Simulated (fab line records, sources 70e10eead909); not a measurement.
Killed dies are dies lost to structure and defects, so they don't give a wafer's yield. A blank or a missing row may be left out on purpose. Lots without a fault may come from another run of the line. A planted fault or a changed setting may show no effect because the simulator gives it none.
Which tool did it? | flow nand_harc | 11 lots, 32 wafers sampled, at 5 steps of a route of 1302

WHAT THE GAUGES READ, wafer by wafer
NHARC_END_SORT_01. Usual: killed_at_array 55, standard deviation 20; killed_at_other 0.7, standard deviation 0.96; killed_at_periphery 4.1, standard deviation 2.4; killed_dies 60, standard deviation 20; killed_open 3.3, standard deviation 1.9; killed_short 2.8, standard deviation 1.6.
lot  | measured     | on        | killed_at_array | killed_at_other | killed_at_periphery | killed_dies | killed_open | killed_short | flag
L740 | day 29 00:48 | prober-02 | 35 667 35       | 0 3 2           | 6 7 5               | 41 677 42   | 1 3 7       | 2 1 6        | OFF
L739 | day 28 08:12 | prober-02 | 39 672 45       | 0 0 0           | 6 5 11              | 45 677 56   | 4 5 3       | 3 1 2        | OFF
L742 | day 30 01:54 | prober-01 | 669 671         | 4 1             | 4 5                 | 677 677     | 4 1         | 1 2          | OFF

WHICH TOOL RAN EACH LOT (tool, then ch and the chambers of the sampled wafers, then the start)
lot  | NHARC_A_STAIRCASE_ETCH_169         | NHARC_A_STAIRCASE_TRIM_12          | NHARC_A_STAIRCASE_TRIM_16          | NHARC_A_STAIRCASE_ETCH_17
L732 | rie_diel-03 ch 0,1,2, day 16 15:50 | rie_diel-13 ch 0,2, day 16 17:35   | rie_diel-13 ch 0,3, day 16 18:03   | rie_diel-13 ch 1,2, no start
L734 | rie_diel-11 ch 0,1,2, day 17 04:07 | rie_diel-13 ch 0,1,3, day 17 05:59 | rie_diel-13 ch 0,3, day 17 06:32   | rie_diel-13 ch 1,3, no start
L733 | rie_diel-11 ch 1,2,3, day 17 04:19 | rie_diel-13 ch 1,2, day 17 06:10   | rie_diel-13 ch 0,2,3, day 17 06:43 | rie_diel-13 ch 0,1,2, no start
L737 | rie_diel-11 ch 0,1,3, day 19 10:31 | rie_diel-13 ch 0,1,3, day 19 12:17 | rie_diel-13 ch 0,1,2, day 19 13:20 | rie_diel-13 ch 0,2,3, no start
L738 | rie_diel-03 ch 0,1, day 19 10:43   | rie_diel-13 ch 0,1,2, day 19 13:16 | rie_diel-13 ch 1,3, day 19 13:47   | rie_diel-13 ch 0,1,2, no start
L740 | rie_diel-13 ch 0,3, day 19 20:23   | rie_diel-13 ch 0,1,2, day 19 22:16 | rie_diel-13 ch 0,1,3, day 19 22:55 | rie_diel-13 ch 1,2,3, day 29 00:48 or earlier
L739 | rie_diel-11 ch 1,2, day 19 20:33   | rie_diel-13 ch 1,2, day 19 22:47   | rie_diel-13 ch 0,3, day 19 23:20   | rie_diel-13 ch 1,2,3, day 28 08:12 or earlier
L742 | rie_diel-03 ch 1, day 21 12:19     | rie_diel-13 ch 0,2, day 21 14:19   | rie_diel-13 ch 0,1, day 21 14:44   | rie_diel-13 ch 3, day 30 01:54 or earlier
L743 | rie_diel-13 ch 1,2,3, day 21 12:39 | rie_diel-03 ch 0,1,3, day 21 14:40 | rie_diel-03 ch 0,1,3, day 21 15:12 | rie_diel-03 ch 0,1,3, no start
L750 | rie_diel-03 ch 0,2,3, day 24 11:26 | rie_diel-11 ch 0,1,2, day 24 13:20 | rie_diel-11 ch 0,2,3, day 24 13:48 | rie_diel-11 ch 1,3, no start
L751 | rie_diel-11 ch 0,2,3, day 24 20:51 | rie_diel-11 ch 0,2,3, day 24 22:56 | rie_diel-11 ch 0,1,3, day 24 23:23 | rie_diel-11 ch 0,1,3, no start
- NHARC_A_STAIRCASE_ETCH_169: etches the open film in CH3F/O2, target depth 50 nm, time 107.1 s.
- NHARC_A_STAIRCASE_TRIM_12: chemistry O2, time 211.2 s.
- NHARC_A_STAIRCASE_TRIM_16: chemistry O2, time 211.2 s.
- NHARC_A_STAIRCASE_ETCH_17: etches the open film in C4F8/O2, target depth 100 nm, time 40.5 s.

WHAT THE TOOLS THEMSELVES READ (means of the sampled wafers that have a number; where no wafer has one, the mark that the record gives instead)
NHARC_A_STAIRCASE_ETCH_169. Usual: drypump_motor_current_A 5.6 A, standard deviation 0.57; o2_flow_sccm 29.99 sccm, standard deviation 0.084; oes_product_au 0.956 a.u., standard deviation 0.019; rf_vpp_V 244.3 V, standard deviation 1.9; showerhead_plenum_p_Torr 2.44 Torr, standard deviation 0.12; throttle_valve_pct 20.662 %, standard deviation 0.0088.
lot  | tool        | drypump_motor_current_A (A) | o2_flow_sccm (sccm) | oes_product_au (a.u.) | rf_vpp_V (V) | showerhead_plenum_p_Torr (Torr) | throttle_valve_pct (%) | flag
L732 | rie_diel-03 | 5.3                         | 29.99               | 0.965                 | 243.4        | 2.38                            | 20.651                 |
L734 | rie_diel-11 | 5.9                         | 29.98               | 0.928                 | 244.2        | 2.48                            | 20.662                 |
L733 | rie_diel-11 | 5.9                         | 30.04               | 0.945                 | 245.6        | 2.49                            | 20.666                 |
L737 | rie_diel-11 | 6.2                         | 29.90               | 0.962                 | 245.9        | 2.56                            | 20.657                 |
L738 | rie_diel-03 | 4.9                         | 29.89               | 0.953                 | 241.5        | 2.31                            | 20.658                 |
L740 | rie_diel-13 | 6.1                         | 29.99               | 0.968                 | 244.3        | 2.48                            | 20.659                 |
L739 | rie_diel-11 | 6.0                         | 30.02               | 0.961                 | 244.3        | 2.41                            | 20.668                 |
L742 | rie_diel-03 | 4.7                         | 30.00               | 0.919                 | 243.2        | 2.28                            | 20.657                 |
L743 | rie_diel-13 | 5.2                         | 30.03               | 0.946                 | 244.0        | 2.46                            | 20.661                 |
L750 | rie_diel-03 | 5.7                         | 30.08               | 0.963                 | 244.2        | 2.43                            | 20.652                 |
L751 | rie_diel-11 | 5.8                         | 29.92               | 0.937                 | 245.4        | 2.53                            | 20.671                 |

NHARC_A_STAIRCASE_TRIM_12. Usual: drypump_motor_current_A 5.6 A, standard deviation 0.57; o2_flow_sccm 499.9 sccm, standard deviation 1.6; oes_product_au 1.000 a.u., standard deviation 0.011; rf_vpp_V 57.7 V, standard deviation 0.87; showerhead_plenum_p_Torr 3.49 Torr, standard deviation 0.15; throttle_valve_pct 17.037 %, standard deviation 0.0086.
lot  | tool        | drypump_motor_current_A (A) | o2_flow_sccm (sccm) | oes_product_au (a.u.) | rf_vpp_V (V) | showerhead_plenum_p_Torr (Torr) | throttle_valve_pct (%) | flag
L732 | rie_diel-13 | 5.9                         | 498.7               | 1.003                 | 57.0         | 3.43                            | 17.041                 |
L734 | rie_diel-13 | 5.5                         | 498.5               | 1.002                 | 58.2         | 3.57                            | 17.032                 |
L733 | rie_diel-13 | 5.4                         | 499.8               | 0.996                 | 57.8         | 3.42                            | 17.039                 |
L737 | rie_diel-13 | 5.5                         | 500.6               | 1.002                 | 57.9         | 3.55                            | 17.034                 |
L738 | rie_diel-13 | 5.6                         | 500.4               | 1.008                 | 57.8         | 3.42                            | 17.038                 |
L740 | rie_diel-13 | 5.6                         | 498.8               | 1.000                 | 57.5         | 3.42                            | 17.041                 |
L739 | rie_diel-13 | 5.1                         | 499.7               | 1.000                 | 57.8         | 3.41                            | 17.039                 |
L742 | rie_diel-13 | 6.0                         | 500.7               | 0.999                 | 57.5         | 3.41                            | 17.038                 |
L743 | rie_diel-03 | 5.3                         | 499.6               | 0.996                 | 57.8         | 3.42                            | 17.028                 |
L750 | rie_diel-11 | 5.9                         | 500.0               | 0.996                 | 57.8         | 3.53                            | 17.046                 |
L751 | rie_diel-11 | 5.8                         | 500.3               | 1.006                 | 58.5         | 3.62                            | 17.036                 |

NHARC_A_STAIRCASE_TRIM_16. Usual: drypump_motor_current_A 5.6 A, standard deviation 0.59; o2_flow_sccm 500.1 sccm, standard deviation 1.5; oes_product_au 1.001 a.u., standard deviation 0.01; rf_vpp_V 57.7 V, standard deviation 0.95; showerhead_plenum_p_Torr 3.51 Torr, standard deviation 0.17; throttle_valve_pct 17.037 %, standard deviation 0.01.
lot  | tool        | drypump_motor_current_A (A) | o2_flow_sccm (sccm) | oes_product_au (a.u.) | rf_vpp_V (V) | showerhead_plenum_p_Torr (Torr) | throttle_valve_pct (%) | flag
L732 | rie_diel-13 | 6.1                         | 500.7               | 1.005                 | 58.7         | 3.57                            | 17.052                 |
L734 | rie_diel-13 | 5.7                         | 501.4               | 1.005                 | 58.1         | 3.69                            | 17.030                 |
L733 | rie_diel-13 | 5.8                         | 499.8               | 1.008                 | 58.0         | 3.56                            | 17.033                 |
L737 | rie_diel-13 | 5.6                         | 500.7               | 1.004                 | 57.5         | 3.42                            | 17.041                 |
L738 | rie_diel-13 | 5.1                         | 500.5               | 1.000                 | 56.9         | 3.66                            | 17.034                 |
L740 | rie_diel-13 | 5.5                         | 501.1               | 1.115                 | 58.8         | 3.55                            | 17.038                 | OFF
L739 | rie_diel-13 | 6.1                         | 499.2               | 1.131                 | 58.8         | 3.55                            | 17.035                 | OFF
L742 | rie_diel-13 | 5.7                         | 500.8               | 1.346                 | 57.4         | 3.43                            | 17.032                 | OFF
L743 | rie_diel-03 | 5.3                         | 499.5               | 0.994                 | 57.1         | 3.42                            | 17.043                 |
L750 | rie_diel-11 | 5.8                         | 500.2               | 1.001                 | 58.0         | 3.62                            | 17.039                 |
L751 | rie_diel-11 | 6.2                         | 500.3               | 0.999                 | 58.6         | 3.65                            | 17.047                 |

NHARC_A_STAIRCASE_ETCH_17. Usual: oes_product_au 0.943 a.u., standard deviation 0.011; rf_vpp_V 895 V, standard deviation 5.8.
lot  | tool        | oes_product_au (a.u.) | rf_vpp_V (V) | flag
L732 | rie_diel-13 | 0.942                 | 891          |
L734 | rie_diel-13 | 0.924                 | 897          |
L733 | rie_diel-13 | 0.938                 | 892          |
L737 | rie_diel-13 | 0.958                 | 896          |
L738 | rie_diel-13 | 0.941                 | 892          |
L740 | rie_diel-13 | 0.933                 | 896          |
L739 | rie_diel-13 | 0.945                 | 895          |
L742 | rie_diel-13 | 0.950                 | 905          |
L743 | rie_diel-03 | 0.950                 | 891          |
L750 | rie_diel-11 | 0.927                 | 900          |
L751 | rie_diel-11 | 0.942                 | 900          |

THE ANSWER, worked out from the rows above alone
Rule: a lot is off if the mean of its wafers that have a number lies more than 3 standard deviations from the usual mean. A lot without any number at a reading at which 4 lots or more have one is off too. The other lots that the step has rows for count as sound. The gauges are gone through in route order, then the tools' own readings, and for those a lot's mean is taken as printed above. The first step at which some lot is off is used, and at that step the reading that is off furthest; a lot without a number counts as furthest.
Off: L740, L739, L742, at NHARC_END_SORT_01 (killed_dies). Neither off nor sound, because the step has no rows for them: L732, L734, L733, L737, L738, L743, L750, L751.
A tool fits if, at a process step before that reading, it ran every lot that is off, and no sound lot after the first of them. The gauges at NHARC_END_SORT_01 aren't tried: what is off there is off at NHARC_A_STAIRCASE_TRIM_16 too, on other tools, and a gauge's error can't cause that. NHARC_A_STAIRCASE_ETCH_17 gives no start for some lots, so the hours and the order of its lots are those of NHARC_END_SORT_01. One fits: rie_diel-13 at NHARC_A_STAIRCASE_TRIM_12 and NHARC_A_STAIRCASE_TRIM_16 and NHARC_A_STAIRCASE_ETCH_17. It ran no sound lot before its first lot that is off in this sample, so the start can't be narrowed down.

WHAT THE SIMULATOR HAD PUT IN
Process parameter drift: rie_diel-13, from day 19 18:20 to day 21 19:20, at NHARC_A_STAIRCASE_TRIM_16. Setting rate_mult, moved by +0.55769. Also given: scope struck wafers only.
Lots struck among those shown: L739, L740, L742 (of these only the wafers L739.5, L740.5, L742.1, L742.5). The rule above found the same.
